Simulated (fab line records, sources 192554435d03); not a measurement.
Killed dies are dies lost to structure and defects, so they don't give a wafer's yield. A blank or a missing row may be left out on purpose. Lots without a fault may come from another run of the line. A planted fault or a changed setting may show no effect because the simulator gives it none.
Chamber matching | flow n5_finfet | N5_BEOL_M11_STRIP_67 on rie_diel-05: 4 sister chambers
The step strips in CF4. 14 wafers are shown with their chamber, then 7 later ones without.

WAFERS WITH THEIR CHAMBER
wafer  | chamber | drypump_motor_current_A (A) | showerhead_plenum_p_Torr (Torr) | oes_product_au (a.u.)
L076.1 | 3       | 5.8                         | 1.79                            | 0.74
L076.4 | 1       | 5.8                         | 1.71                            | 0.72
L076.6 | 1       | 5.8                         | 1.71                            | 0.72
L083.2 | 2       | 6.1                         | 1.79                            | 0.75
L083.5 | 0       | 4.7                         | 1.83                            | 0.95
L083.6 | 3       | 5.8                         | 1.78                            | 0.71
L082.4 | 2       | 6.1                         | 1.79                            | 0.75
L082.5 | 2       | 6.1                         | 1.79                            | 0.74
L082.6 | 1       | 5.8                         | 1.71                            | 0.71
L085.2 | 3       | 5.8                         | 1.78                            | 0.72
L085.3 | 1       | 5.8                         | 1.71                            | 0.71
L085.6 | 2       | 6.1                         | 1.79                            | 0.74
L090.1 | 1       | 5.8                         | 1.71                            | 0.71
L090.3 | 0       | 4.8                         | 1.83                            | 0.92

SIGNATURES (means of the wafers above)
reading                  | chamber 0 | chamber 1 | chamber 2 | chamber 3 | scatter within a chamber
drypump_motor_current_A  | 4.750     | 5.800     | 6.100     | 5.800     | 0.0224
showerhead_plenum_p_Torr | 1.8300    | 1.7100    | 1.7900    | 1.7833    | 0.00258
oes_product_au           | 0.9350    | 0.7140    | 0.7450    | 0.7233    | 0.0107
Rule: a wafer's distance from a chamber is the root of the sum, over the readings, of the square of ((its reading less the chamber's mean) divided by the reading's scatter). The wafer belongs to the nearest chamber; if the next one is less than 2 further off, it can't be placed. The scatter: the root of (the sum of the squares of (reading less its chamber's mean) over the shown wafers, divided by (wafers less chambers)).

WAFERS WITHOUT THEIR CHAMBER
wafer  | drypump_motor_current_A (A) | showerhead_plenum_p_Torr (Torr) | oes_product_au (a.u.)
L090.6 | 4.7                         | 1.83                            | 0.92
L096.1 | 4.7                         | 1.83                            | 0.91
L096.2 | 5.8                         | 1.71                            | 0.69
L096.3 | 6.1                         | 1.79                            | 0.73
L097.1 | 4.8                         | 1.82                            | 0.89
L097.2 | 6.1                         | 1.79                            | 0.73
L097.5 | 6.1                         | 1.79                            | 0.73

WHICH CHAMBER EACH WENT THROUGH
wafer  | from the rows above | in truth
L090.6 | 0                   | 0
L096.1 | 0                   | 0
L096.2 | 1                   | 1
L096.3 | 2                   | 2
L097.1 | 0                   | 0
L097.2 | 2                   | 2
L097.5 | 2                   | 2
Placed correctly: 7 of 7. Can't be placed from these rows: 0. Placed wrongly: 0.
